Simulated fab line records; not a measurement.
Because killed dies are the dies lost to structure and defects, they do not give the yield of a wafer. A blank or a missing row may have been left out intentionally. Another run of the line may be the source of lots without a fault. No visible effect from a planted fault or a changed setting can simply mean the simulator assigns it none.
Which of the tools did it?    flow nand-harc    36 wafers from 12 lots sampled at 4 of the route's 1302 steps

## WHAT THE GAUGES SHOWED, per wafer
NHARC_P_GATE_CD_MEAS_91: target cd 2000 nm.
lot   measured      on         cd-nm (nm)
L214  day 5 20:39   cd-sem-03  1996.8 1997.0 1997.8
L216  day 6 20:07   cd-sem-01  1997.6 1995.7 1999.4
L217  day 7 00:56   cd-sem-01  2002.0 2003.0 2000.2
L218  day 7 20:24   cd-sem-02  2001.9 2000.9 2002.9
L220  day 8 14:11   cd-sem-03  1999.7 1999.4 1998.1
L221  day 9 04:09   cd-sem-03  2001.7 2002.1 2002.0
L223  day 9 18:43   cd-sem-02  1999.8 1998.6 2000.9
L224  day 10 03:11  cd-sem-03  2001.7 2003.8 2002.7
L225  day 10 09:48  cd-sem-03  2001.8 2000.1 2001.7
L226  day 10 21:19  cd-sem-01  1955.5 1953.8 1956.4
L236  day 15 02:15  cd-sem-02  1999.5 1998.2 2000.0
L237  day 15 08:50  cd-sem-02  1996.4 1997.5 1999.6

## WHAT TOOL EACH LOT RAN ON (gives the tool, then ch and the chambers of the sampled wafers, and finally the start)
lot   NHARC_P_GATE_DESCUM_31              NHARC_P_GATE_STRIP_76                 NHARC_P_GATE_EXPOSE_88
L214  rie-diel-05 ch 0,1,2, day 5 03:19   plasma-asher-01 ch 0,1, day 5 19:44   krf-scanner-02 ch 0, day 5 20:29
L216  rie-diel-02 ch 0,1,2, day 6 04:57   plasma-asher-02 ch 0,1, day 6 19:11   krf-scanner-04 ch 0, day 6 19:58
L217  rie-diel-05 ch 0,3, day 6 09:56     plasma-asher-01 ch 0,1, day 7 00:10   krf-scanner-04 ch 0, day 7 00:47
L218  rie-diel-02 ch 0,3, day 7 04:44     plasma-asher-01 ch 0, day 7 19:37     krf-scanner-04 ch 0, day 7 20:15
L220  rie-diel-02 ch 1,3, day 7 22:52     plasma-asher-01 ch 0,1, day 8 13:16   krf-scanner-01 ch 0, day 8 14:01
L221  rie-diel-03 ch 0,1,3, day 8 13:08   plasma-asher-01 ch 0,1, day 9 03:14   krf-scanner-02 ch 0, day 9 03:59
L223  rie-diel-05 ch 0,1, day 9 03:36     plasma-asher-01 ch 0,1, day 9 17:48   krf-scanner-02 ch 0, day 9 18:34
L224  rie-diel-05 ch 0,1,2, day 9 12:04   plasma-asher-01 ch 0,1, day 10 02:24  krf-scanner-02 ch 0, day 10 03:02
L225  rie-diel-02 ch 0,1, day 9 18:49     plasma-asher-01 ch 1, day 10 09:01    krf-scanner-02 ch 0, day 10 09:38
L226  rie-diel-03 ch 1,3, day 10 06:00    plasma-asher-01 ch 0,1, day 10 20:24  krf-scanner-01 ch 0, day 10 21:10
L236  rie-diel-02 ch 0,1,3, day 14 10:37  plasma-asher-02 ch 0,1, day 15 01:19  krf-scanner-04 ch 0, day 15 02:05
L237  rie-diel-02 ch 0,2, day 14 17:48    plasma-asher-02 ch 0,1, day 15 08:01  krf-scanner-04 ch 0, day 15 08:41
- NHARC_P_GATE_DESCUM_31: chemistry O2, time 3 s.
- NHARC_P_GATE_STRIP_76: strips in O2.
- NHARC_P_GATE_EXPOSE_88: exposes mask P HVN, target cd 2000 nm.

## AS READ BY THE TOOLS THEMSELVES (means over the sampled wafers that have a number; for cases with no such wafer, the mark the record gives instead)
NHARC_P_GATE_DESCUM_31.
lot   tool         drypump-motor-current-A (A)  oes-product-au (a.u.)  rf-vpp-V (V)  showerhead-plenum-p-Torr (Torr)  throttle-valve-pct (%)
L214  rie-diel-05  5.5                          1.004                  58.9          1.98                             11.319
L216  rie-diel-02  5.9                          1.012                  58.6          1.94                             11.302
L217  rie-diel-05  5.4                          0.998                  57.5          1.94                             11.311
L218  rie-diel-02  5.7                          1.002                  57.8          1.95                             11.309
L220  rie-diel-02  5.8                          1.000                  57.6          1.96                             11.309
L221  rie-diel-03  6.4                          1.001                  57.7          1.88                             11.315
L223  rie-diel-05  5.0                          0.994                  57.5          1.98                             11.317
L224  rie-diel-05  5.5                          0.999                  58.1          1.98                             11.313
L225  rie-diel-02  5.5                          1.007                  58.0          1.95                             11.314
L226  rie-diel-03  6.3                          0.992                  58.0          1.87                             11.309
L236  rie-diel-02  5.7                          0.994                  57.3          1.95                             11.319
L237  rie-diel-02  6.1                          0.990                  57.5          1.92                             11.317

NHARC_P_GATE_STRIP_76.
lot   tool             drypump-motor-current-A (A)  heater-power-w (W)
L214  plasma-asher-01  5.7                          345
L216  plasma-asher-02  5.3                          341
L217  plasma-asher-01  5.7                          344
L218  plasma-asher-01  5.5                          345
L220  plasma-asher-01  5.7                          356
L221  plasma-asher-01  5.7                          354
L223  plasma-asher-01  6.0                          349
L224  plasma-asher-01  5.7                          356
L225  plasma-asher-01  6.2                          346
L226  plasma-asher-01  5.7                          353
L236  plasma-asher-02  5.9                          330
L237  plasma-asher-02  5.3                          332

NHARC_P_GATE_EXPOSE_88.
lot   tool            reticle-temp-C (C)
L214  krf-scanner-02  22.95
L216  krf-scanner-04  23.11
L217  krf-scanner-04  23.17
L218  krf-scanner-04  22.89
L220  krf-scanner-01  23.10
L221  krf-scanner-02  22.92
L223  krf-scanner-02  22.91
L224  krf-scanner-02  23.01
L225  krf-scanner-02  23.04
L226  krf-scanner-01  23.11
L236  krf-scanner-04  22.87
L237  krf-scanner-04  23.02

## THE ANSWER, worked out from the rows above alone
Rule: what is usual is taken from the lots themselves. Put in order of their means at a reading, lots are off if they are a third of the lots or fewer, leave a main group of 4 or more, and stand apart from it by a gap of 3 or more times the standard deviation of the main group's means; of several such gaps the widest counts. The tables above print the reading to a certain number of digits; a main group whose means all agree to those digits is not used. A lot without any number at a reading at which 4 lots or more have one is off too. The other lots that the step has rows for count as sound. Order of review: gauges by route order, followed by the tools' own readings, for which a lot's mean as printed above is used. The first step at which some lot is off is used, and at that step the reading that is off furthest; a lot without a number counts as furthest.
Off: L226 (NHARC_P_GATE_CD_MEAS_91, cd-nm). The main group has a mean of 2000.0 nm with a standard deviation of 1.9.
If a tool, at a process step before that reading, ran all the lots that are off and no sound lot after the first of them, it fits. Gauges at NHARC_P_GATE_CD_MEAS_91: tried the same way as those tools. Can't be told from this: 4 tools fit, rie-diel-03 at NHARC_P_GATE_DESCUM_31, plasma-asher-01 at NHARC_P_GATE_STRIP_76, krf-scanner-01 at NHARC_P_GATE_EXPOSE_88, cd-sem-01 at NHARC_P_GATE_CD_MEAS_91.

## WHAT THE SIMULATOR HAD PUT IN
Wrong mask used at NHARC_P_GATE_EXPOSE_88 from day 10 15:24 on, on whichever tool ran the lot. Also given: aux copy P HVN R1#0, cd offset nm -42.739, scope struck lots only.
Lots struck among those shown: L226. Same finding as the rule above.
